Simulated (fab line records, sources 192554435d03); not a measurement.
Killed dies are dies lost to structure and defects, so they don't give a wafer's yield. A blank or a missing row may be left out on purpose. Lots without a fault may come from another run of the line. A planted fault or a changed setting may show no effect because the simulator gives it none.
Chamber matching | flow n5_finfet | N5_BEOL_M3_ALD_84 on ald_metal-03: 4 sister chambers
The step deposits TaN, pulse time 2 s, purge time 3 s, co reactant purge time 2 s. 18 wafers are shown with their chamber, then 9 later ones without.

WAFERS WITH THEIR CHAMBER
wafer  | chamber | heater_power_w (W) | mfc_carrier_sccm (sccm)
L074.2 | 2       | 442                | 1502
L074.4 | 0       | 503                | 1508
L074.5 | 1       | 441                | 1504
L083.3 | 2       | 442                | 1500
L083.4 | 0       | 498                | 1499
L083.5 | 2       | 436                | 1500
L082.2 | 2       | 444                | 1501
L082.5 | 2       | 431                | 1505
L082.6 | 3       | 418                | 1502
L085.1 | 3       | 430                | 1499
L085.2 | 0       | 501                | 1502
L085.6 | 3       | 414                | 1499
L087.1 | 3       | 423                | 1496
L087.5 | 2       | 434                | 1495
L087.6 | 1       | 456                | 1504
L086.2 | 2       | 450                | 1501
L086.3 | 3       | 427                | 1504
L086.6 | 1       | 440                | 1504

SIGNATURES (means of the wafers above)
reading          | chamber 0 | chamber 1 | chamber 2 | chamber 3 | scatter within a chamber
heater_power_w   | 500.67    | 445.67    | 439.86    | 422.40    | 6.54
mfc_carrier_sccm | 1503.00   | 1504.00   | 1500.57   | 1500.00   | 3.09
Rule: a wafer's distance from a chamber is the root of the sum, over the readings, of the square of ((its reading less the chamber's mean) divided by the reading's scatter). The wafer belongs to the nearest chamber; if the next one is less than 2 further off, it can't be placed. The scatter: the root of (the sum of the squares of (reading less its chamber's mean) over the shown wafers, divided by (wafers less chambers)).

WAFERS WITHOUT THEIR CHAMBER
wafer  | heater_power_w (W) | mfc_carrier_sccm (sccm)
L089.2 | 443                | 1503
L089.4 | 501                | 1500
L089.5 | 451                | 1514
L094.1 | 509                | 1500
L094.5 | 427                | 1501
L094.6 | 449                | 1500
L095.1 | 434                | 1496
L095.3 | 445                | 1493
L095.4 | 441                | 1496

WHICH CHAMBER EACH WENT THROUGH
wafer  | from the rows above          | in truth
L089.2 | can't be placed: 1 or 2      | 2
L089.4 | 0                            | 0
L089.5 | can't be placed: 1 or 2      | 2
L094.1 | 0                            | 0
L094.5 | can't be placed: 3 or 2      | 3
L094.6 | can't be placed: 1 or 2      | 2
L095.1 | can't be placed: 2 or 3 or 1 | 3
L095.3 | can't be placed: 2 or 1 or 3 | 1
L095.4 | can't be placed: 2 or 1 or 3 | 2
Placed correctly: 2 of 9. Can't be placed from these rows: 7 (the true chamber is among the candidates in 7). Placed wrongly: 0.
